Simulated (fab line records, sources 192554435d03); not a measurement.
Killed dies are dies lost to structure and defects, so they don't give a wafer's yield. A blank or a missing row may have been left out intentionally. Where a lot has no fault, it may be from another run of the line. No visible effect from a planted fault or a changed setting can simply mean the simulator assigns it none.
Matching of chambers    flow n5Finfet    pecvd-03 running N5_BEOL_M1_ILD_DEP_00: 3 sister chambers
The step deposits SiOC from DEMS/O2, target thk 79 nm, time 15.3 s. 20 wafers are shown with their chamber, then 10 later ones without.

## WAFERS PAIRED WITH THEIR CHAMBERS
wafer   chamber  showerheadVppV (V)  throttleValvePct (%)  heaterPowerW (W)
L077.1  2        1284                11.5                  497
L077.2  0        1415                12.0                  362
L077.6  1        1484                13.6                  528
L080.2  2        1305                11.3                  490
L080.3  1        1482                13.6                  545
L080.5  2        1290                11.3                  491
L083.1  1        1484                13.6                  569
L083.3  2        1292                11.4                  413
L083.4  0        1413                12.2                  341
L085.1  2        1296                11.4                  411
L085.4  0        1381                11.9                  418
L085.5  2        1288                11.1                  425
L086.3  0        1387                11.9                  388
L086.5  2        1299                11.5                  444
L086.6  1        1476                13.2                  570
L090.1  2        1298                11.4                  507
L090.3  0        1388                12.3                  400
L090.4  0        1400                12.4                  396
L093.1  1        1473                13.3                  582
L093.4  2        1321                11.4                  490

SIGNATURES (means of the wafers above)
reading           chamber 0  chamber 1  chamber 2  scatter within a chamber
showerheadVppV    1397.33    1479.80    1297.00    11.1
throttleValvePct  12.117     13.460     11.367     0.172
heaterPowerW      384.17     558.80     463.11     32.7
Rule: a wafer's distance from a chamber is the root of the sum, over the readings, of the square of ((its reading less the chamber's mean) divided by the reading's scatter). The wafer belongs to the nearest chamber; if the next one is less than 2 further off, it can't be placed. The scatter is the square root of a quotient: the sum, over the shown wafers, of each reading's squared deviation from its chamber's mean, divided by wafers minus chambers.

## WAFERS WITHOUT THEIR CHAMBER
wafer   showerheadVppV (V)  throttleValvePct (%)  heaterPowerW (W)
L093.5  1488                13.4                  584
L092.4  1459                13.5                  480
L092.5  1378                12.1                  425
L092.6  1260                11.2                  464
L095.2  1502                13.7                  510
L095.3  1369                12.0                  384
L095.6  1348                12.0                  395
L094.1  1284                11.4                  508
L094.2  1483                13.5                  539
L094.4  1493                13.2                  547

## WHICH CHAMBER EACH WENT THROUGH
wafer   from the rows above      in truth
L093.5  1                        1
L092.4  1                        1
L092.5  0                        0
L092.6  2                        2
L095.2  1                        1
L095.3  0                        0
L095.6  can't be placed: 0 or 2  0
L094.1  2                        2
L094.2  1                        1
L094.4  1                        1
9 of 10 placed correctly. Can't be placed from these rows: 1 (the true chamber is among the candidates in 1). Wrongly placed: 0.
